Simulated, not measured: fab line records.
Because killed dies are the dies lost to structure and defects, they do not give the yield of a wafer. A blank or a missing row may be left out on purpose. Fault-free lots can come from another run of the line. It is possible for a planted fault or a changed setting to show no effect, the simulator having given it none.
Matching of chambers | flow nand harc | NHARC_P_GATE_DESCUM_48 on rie diel-05 has 4 sister chambers
The step chemistry O2, time 3 s. 4 wafers are shown with their chamber, then 12 later ones without.

== EACH WAFER AND ITS CHAMBER ==
wafer  | chamber | showerhead plenum p Torr (Torr)
L093.2 | 1       | 1.97
L093.3 | 0       | 1.96
L093.4 | 2       | 1.83
L093.5 | 3       | 1.91

== WAFERS MISSING THEIR CHAMBER ==
wafer  | showerhead plenum p Torr (Torr)
L092.2 | 1.96
L092.4 | 1.97
L092.5 | 1.97
L092.1 | 1.91
L092.3 | 1.82
L092.6 | 1.96
L095.2 | 1.91
L095.3 | 1.82
L095.5 | 1.82
L097.2 | 1.90
L097.3 | 1.82
L097.6 | 1.82

== EACH ONE'S CHAMBER ==
wafer  | from the rows above     | in truth
L092.2 | can't be placed: 0 or 1 | 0
L092.4 | can't be placed: 1 or 0 | 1
L092.5 | can't be placed: 1 or 0 | 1
L092.1 | 3                       | 3
L092.3 | 2                       | 2
L092.6 | can't be placed: 0 or 1 | 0
L095.2 | 3                       | 3
L095.3 | 2                       | 2
L095.5 | 2                       | 2
L097.2 | 3                       | 3
L097.3 | 2                       | 2
L097.6 | 2                       | 2
8 of 12 placed correctly. Not placeable from these rows: 4 (in 4, the candidates include the true chamber). Wrongly placed: 0.
How it was worked out, from the rows above alone: a wafer's distance from a chamber is the root of the sum, over the readings, of the square of ((its reading less the chamber's mean) divided by the reading's scatter). The wafer belongs to the nearest chamber; if the next one is less than 2 further off, it can't be placed. For every chamber, the mean is computed from those of its wafers that are shown. The scatter: root of mean squared gap, hidden wafer to nearest shown wafer, with one shown wafer a chamber.
